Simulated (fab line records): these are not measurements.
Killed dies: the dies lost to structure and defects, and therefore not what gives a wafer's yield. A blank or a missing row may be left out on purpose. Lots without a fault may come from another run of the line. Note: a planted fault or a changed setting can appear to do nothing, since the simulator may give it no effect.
Problem report in the 8D (eight disciplines) form, filled by code :: flow nandHarc :: the parts of the form that need people (team, actions taken, sign-off) are left out

== 1. THE ISSUE ==
Wafers without a fault read 719.3 nm, standard deviation 1.7; cdNm at NHARC_P_ZERO_WELL_CD_MEAS_24 reads a mean of 729.8 nm on 3 wafers belonging to 2 lots. Relative to the usual mean, that is a shift of +6.2 standard deviations.
The step: target cd 720 nm.
Seen first at day 6 02:20 on cdSem-01, wafer L953.6. At this step, 36 wafers from 12 lots have a number in the record. Rule for "out", or "out of limits": more than 4 standard deviations from the usual mean. The other wafers with a number count as sound.

== 2. WHAT IT IS; WHAT IT IS NOT ==
question: which readings at this step
is: cdNm
is not: -

question: which lots
is: L953, L956
is not: L943, L944, L945, L947, L948, L951, L963, L964, L965, L966

question: which wafers of those lots
is: L953.6, L956.4, L956.5
is not: L953.2, L953.3, L956.3

question: read on which gauges
is: cdSem-01, cdSem-03
is not: cdSem-02

question: when
is: from day 6 02:20
is not: up to then (20 sound wafers); but 13 sound wafers of L956, L963, L964, L965, L966 came after

== 3. SUSPECTS, AND WHAT RULES EACH OUT ==
Counting: a tool at a process step up to the reading stays a suspect if it ran every lot that is out. Sound lots after the first of them don't rule it out here, since some wafers of a struck lot are sound.
- ruled out: the gauge at NHARC_P_ZERO_WELL_CD_MEAS_24. 2 gauges (cdSem-01, cdSem-03) read the wafers that are out.
- rieDiel-11 at NHARC_P_ZERO_WELL_ETCH_62 (etches the open film in CHF3/Ar, target depth 13 nm, time 6.5 s): kept. Every lot that is out went through it, the first being L953 (day 6 02:11); the last sound lot it ran before that was L948 (day 4 00:25). Because NHARC_P_ZERO_WELL_ETCH_62 lacks a start for some lots, the hours and order of its lots are taken from NHARC_P_ZERO_WELL_EXPOSE_21.
- krfScanner-03 at NHARC_P_ZERO_WELL_EXPOSE_21 (exposes mask P NWELL, target cd 720 nm): kept. Every lot that is out went through it, the first being L953 (day 6 02:11); the last sound lot it ran before that was L951 (day 5 06:12).
The count leaves krfScanner-03 at NHARC_P_ZERO_WELL_EXPOSE_21 and rieDiel-11 at NHARC_P_ZERO_WELL_ETCH_62.

== 4. THE CAUSE (what the simulator had put in) ==
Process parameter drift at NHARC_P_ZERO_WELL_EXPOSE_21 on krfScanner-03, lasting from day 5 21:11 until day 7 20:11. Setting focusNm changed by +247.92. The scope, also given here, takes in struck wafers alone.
Of the 2 suspects that counting leaves, this tool is one.

== 5. THE CHAIN OF EFFECTS, in route order ==
Rows list readings where the struck wafers' mean (over those with a number) sits beyond 3 standard deviations from the usual. Scope: only readings with a usual standard deviation given in the record; hours: median across lots of the time from each lot's start at the first step in this table that gives one to its start at this step; sigmas: change in usual standard deviations.
hours: 0
step: NHARC_P_ZERO_WELL_CD_MEAS_24
reading: cdNm
usual: 719.3 nm
on struck wafers: 729.8
change: +10.5
sigmas: +6.2
Later measuring or inspecting steps at which every struck wafer that the step has a row for has a number for every such reading, and none has moved that far: NHARC_P_STI_CD_MEAS_09.

== 6. HOW IT WOULD HAVE BEEN CAUGHT EARLIER ==
The first out-of-limits reading at a measuring or inspecting step in this record came at day 6 02:20, 5 hours after the fault's start at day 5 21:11.
Of the lots that are out (2), L956 began NHARC_P_ZERO_WELL_EXPOSE_21 on krfScanner-03 after day 6 02:20. Had the tool been put on hold then, it would have been spared.
